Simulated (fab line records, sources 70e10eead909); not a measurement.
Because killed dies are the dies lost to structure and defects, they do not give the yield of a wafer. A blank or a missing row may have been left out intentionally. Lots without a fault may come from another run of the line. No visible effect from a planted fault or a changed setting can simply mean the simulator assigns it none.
Comparing a struck lot with a sound one	flow nand-harc	13 out of 1302 route steps
Sound: wafers L402.2, L402.3, L402.4. Struck: wafer L410.4 (left out: L410.1, L410.2 of the same lot, which were not struck); the cause appears at the end.
Per side, at each step with rows, come the tool, then ch with its chambers, and then its first start. Under that, the readings that differ: sound wafers	struck wafers	difference of the means	sigmas: that difference in standard deviations of wafers without a fault.
alike: a reading whose means differ by less than 2 such deviations, as well as words and numbers matching on both sides. not compared: withheld readings; readings where some wafer has no value; bounds like >300 that might hide an equal value; numbers whose values overlap and for which the record gives no deviation.
Wherever a step has rows on one side only, a row that says differs or no value, or a row with sigmas, the two part there. When numbers do not overlap yet have no deviation, they are printed without sigmas and do not part them. A reading that every wafer of one side lacks parts them only if that side has two wafers or more.

NHARC_A_STAIRCASE_ETCH_15: etches the open film in C4F8/O2, target depth 100 nm, time 40.5 s.
  sound: rie-diel-04 ch 0,1,2; struck: rie-diel-05 ch 0
reading	sound	struck	difference	sigmas
rf-hours-counter-h (h)	7 8 8	20	+12	
  alike: oes-product-au, rf-fwd-power-W, rf-vpp-V
then, 4 steps without rows for these wafers: NHARC_A_STAIRCASE_TRIM_16 (chemistry O2, time 211.2 s); NHARC_A_STAIRCASE_ETCH_17 (etches the open film in C4F8/O2, target depth 100 nm, time 40.5 s); NHARC_A_STAIRCASE_TRIM_18 (chemistry O2, time 211.2 s); NHARC_A_STAIRCASE_ETCH_19 (etches the open film in C4F8/O2, target depth 100 nm, time 40.5 s).
NHARC_A_STAIRCASE_TRIM_20: chemistry O2, time 211.2 s.
  sound on rie-diel-04 ch 0,2,3, day 17 09:23; struck on rie-diel-05 ch 2, day 20 15:24
reading	sound	struck	difference	sigmas
rf-hours-counter-h (h)	8 8 8	17	+9	
  alike: drypump-motor-current-A, oes-product-au, rf-vpp-V, showerhead-plenum-p-Torr, throttle-valve-pct
NHARC_A_STAIRCASE_ETCH_21: etches the open film in C4F8/O2, target depth 100 nm, time 40.5 s.
  sound: rie-diel-04 ch 0,1,3; struck: rie-diel-05 ch 0
reading	sound	struck	difference	sigmas
rf-hours-counter-h (h)	8 8 8	21	+13	
  alike: oes-product-au, rf-fwd-power-W, rf-vpp-V
NHARC_A_STAIRCASE_TRIM_22: chemistry O2, time 211.2 s.
  sound: rie-diel-04 ch 0,1,2; struck: rie-diel-05 ch 0
reading	sound	struck	difference	sigmas
rf-hours-counter-h (h)	8 9 9	21	+12	
  alike: drypump-motor-current-A, oes-product-au, rf-vpp-V, showerhead-plenum-p-Torr, throttle-valve-pct
then, 3 steps without rows for these wafers: NHARC_A_STAIRCASE_ETCH_23 (etches the open film in C4F8/O2, target depth 100 nm, time 40.5 s); NHARC_A_STAIRCASE_TRIM_24 (chemistry O2, time 211.2 s); NHARC_A_STAIRCASE_ETCH_25 (etches the open film in C4F8/O2, target depth 100 nm, time 40.5 s).
NHARC_A_STAIRCASE_TRIM_26: chemistry O2, time 211.2 s.
  sound on rie-diel-04 ch 0,2,3, day 17 10:11; struck on rie-diel-05 ch 0, day 20 16:16
reading	sound	struck	difference	sigmas
oes-product-au (a.u.)	0.995 0.999 0.994	0.828	-0.168	-28
rf-hours-counter-h (h)	8 8 9	21	+13	
throttle-valve-pct (%)	17.034 17.032 17.031	17.053	+0.021	+2
  alike: drypump-motor-current-A, rf-vpp-V, showerhead-plenum-p-Torr
NHARC_A_STAIRCASE_ETCH_27: etches the open film in C4F8/O2, target depth 100 nm, time 40.5 s.
  sound: rie-diel-04 ch 0,1,2; struck: rie-diel-05 ch 1
reading	sound	struck	difference	sigmas
rf-hours-counter-h (h)	9 9 8	20	+11	
  alike: oes-product-au, rf-fwd-power-W, rf-vpp-V

## WHERE THEY PART
NHARC_A_STAIRCASE_TRIM_26 only, going by this record. Later steps at which nothing parts them and some readings are alike: NHARC_A_STAIRCASE_ETCH_27.

WHY: whatever the simulator had introduced
rie-diel-05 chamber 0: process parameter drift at NHARC_A_STAIRCASE_TRIM_26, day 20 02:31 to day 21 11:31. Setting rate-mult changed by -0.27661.
